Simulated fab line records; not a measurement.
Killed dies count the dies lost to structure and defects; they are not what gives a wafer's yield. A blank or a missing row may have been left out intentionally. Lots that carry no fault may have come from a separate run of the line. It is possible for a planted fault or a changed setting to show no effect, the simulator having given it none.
What tool caused it? ; flow n5_finfet ; 10 lots, 29 wafers sampled, at 1 step of a route of 1938

WHAT THE GAUGES SHOWED, per wafer
N5_BEOL_M4_RC_MEAS_101. Usual: DIBL_N 37.1 mV/V, standard deviation 1.9; DIBL_P 37.2 mV/V, standard deviation 2.3; IOFF_N 0.18 nA/um, standard deviation 0.04; IOFF_P 0.23 nA/um, standard deviation 0.044; ION_N 682 uA/um, standard deviation 11; ION_P 468 uA/um, standard deviation 8.6; SS_N 71.9 mV/dec, standard deviation 0.68; SS_P 73.5 mV/dec, standard deviation 0.74; VT_N 248 mV, standard deviation 3.4; VT_P -248 mV, standard deviation 3.4.
lot;measured;on;DIBL_N (mV/V);DIBL_P (mV/V);IOFF_N (nA/um);IOFF_P (nA/um);ION_N (uA/um);ION_P (uA/um);SS_N (mV/dec);SS_P (mV/dec);VT_N (mV);VT_P (mV);flag
L185;day 8 02:03;prober-01;38.1 35.5 38.4;37.9 34.4 37.7;0.19 0.13 0.19;0.25 0.20 0.25;676 668 679;471 460 465;71.6 71.4 72.1;73.4 72.3 73.3;248 254 250;-247 -250 -248;
L188;day 8 19:58;prober-02;38.1 35.6 35.8;37.6 34.7 34.2;0.21 0.15 0.16;0.31 0.24 0.24;687 673 680;479 473 473;72.3 71.4 70.9;74.1 73.8 73.1;246 248 247;-240 -245 -246;
L199;day 11 06:06;prober-02;38.3 37.2 37.1;39.1 36.0 35.7;0.22 0.18 0.19;0.28 0.21 0.21;692 667 663;470 453 458;72.2 73.5 72.6;73.0 73.0 73.1;246 251 248;-246 -252 -251;
L197;day 11 07:41;prober-01;39.4 37.2 39.0;41.0 37.9 41.0;0.24 0.19 0.24;0.35 0.27 0.34;692 693 710;477 473 485;72.1 71.9 73.3;74.1 74.3 74.0;243 245 242;-243 -247 -242;
L200;day 11 16:00;prober-02;34.2 38.1 39.3;33.6 38.7 41.4;0.12 0.18 0.20;0.17 0.23 0.28;650 687 679;453 467 460;71.5 71.6 72.3;72.0 73.6 74.5;253 251 250;-255 -249 -245;
L201;day 11 21:11;prober-01;40.2 37.6 39.0;42.0 39.5 39.6;0.26 0.20 0.22;0.30 0.26 0.25;697 687 681;471 465 455;73.5 72.0 72.6;74.6 74.1 74.0;244 246 246;-245 -248 -247;
L202;day 12 01:38;prober-02;38.1 37.3 37.4;37.8 37.4 37.3;0.16 0.18 0.16;0.21 0.22 0.21;685 687 676;469 471 470;71.9 72.5 72.7;73.6 73.9 72.8;250 247 251;-252 -251 -251;
L204;day 12 12:32;prober-01;36.9 37.8;35.7 35.7;0.17 0.19;0.18 0.19;666 670;444 452;73.2 73.0;73.4 73.2;250 251;-256 -253;
L203;day 12 16:45;prober-01;38.3 40.2 40.9;37.5 38.8 40.6;0.19 0.24 0.25;0.26 0.30 0.33;698 688 693;484 465 476;71.2 72.5 72.6;74.0 74.3 73.9;245 244 244;-244 -245 -244;
L206;day 13 07:31;prober-02;35.7 40.3 36.5;36.0 39.2 36.0;0.16 0.23 0.16;0.20 0.24 0.20;685 684 685;469 461 468;70.9 72.7 71.6;73.0 74.4 73.3;248 245 249;-250 -252 -253;

TOOL THAT RAN EACH LOT (tool first, then ch and the chambers of the sampled wafers, then the start)
The record holds no process step before these readings.

AS READ BY THE TOOLS THEMSELVES (means over the sampled wafers that have a number; for cases with no such wafer, the mark the record gives instead)
The record holds no such reading with a usual standard deviation.

THE ANSWER, worked out from the rows above alone
Rule: a lot counts as off when the mean over its wafers that have a number is more than 3 standard deviations away from the usual mean. A lot without any number at a reading at which 4 lots or more have one is off too. All remaining lots with rows at the step are treated as sound. Order of review: gauges by route order, followed by the tools' own readings, for which a lot's mean as printed above is used. The first step at which some lot is off is used, and at that step the reading that is off furthest; a lot without a number counts as furthest.
Across all readings shown, no lot is off: no conclusion can be drawn from this.

WHAT HAD BEEN PUT IN BY THE SIMULATOR
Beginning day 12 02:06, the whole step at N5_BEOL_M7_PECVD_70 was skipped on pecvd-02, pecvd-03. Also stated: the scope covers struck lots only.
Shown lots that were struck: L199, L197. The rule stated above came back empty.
